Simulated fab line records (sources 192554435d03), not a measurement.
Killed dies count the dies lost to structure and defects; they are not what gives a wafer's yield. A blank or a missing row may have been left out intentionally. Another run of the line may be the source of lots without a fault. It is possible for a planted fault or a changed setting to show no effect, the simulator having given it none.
Matching of chambers	flow n5 finfet	N5_FIN_CUT_STRIP_24 on rie diel-06: 4 sister chambers
The step strips in CF4. 4 wafers are shown with their chamber, then 10 later ones without.

== WAFERS, EACH WITH ITS CHAMBER ==
wafer	chamber	drypump motor current A (A)
L091.4	2	5.52
L091.5	0	5.83
L093.1	3	5.79
L093.3	1	5.92

== WAFERS MISSING THEIR CHAMBER ==
wafer	drypump motor current A (A)
L093.4	5.52
L094.1	5.89
L094.2	5.78
L094.3	5.53
L094.4	5.83
L094.5	5.82
L094.6	5.93
L097.3	5.79
L097.4	5.52
L097.6	5.77

== CHAMBER TAKEN BY EACH ==
wafer	from the rows above	in truth
L093.4	2	2
L094.1	1	1
L094.2	3	3
L094.3	2	2
L094.4	0	0
L094.5	can't be placed: 0 or 3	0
L094.6	1	1
L097.3	3	3
L097.4	2	2
L097.6	3	3
Correct placement for 9 of the 10. Not placeable from these rows: 1 (in 1, the candidates include the true chamber). Placed wrongly: 0.
How it was worked out, from the rows above alone: a wafer's distance from a chamber is the root of the sum, over the readings, of the square of ((its reading less the chamber's mean) divided by the reading's scatter). If the next closest chamber is less than 2 further off than the closest, the wafer can't be placed; otherwise it belongs to the closest. A chamber's mean is the mean of its shown wafers. The scatter (one wafer shown for each chamber): square how far every hidden wafer sits from the nearest shown wafer, average those squares and take the square root.
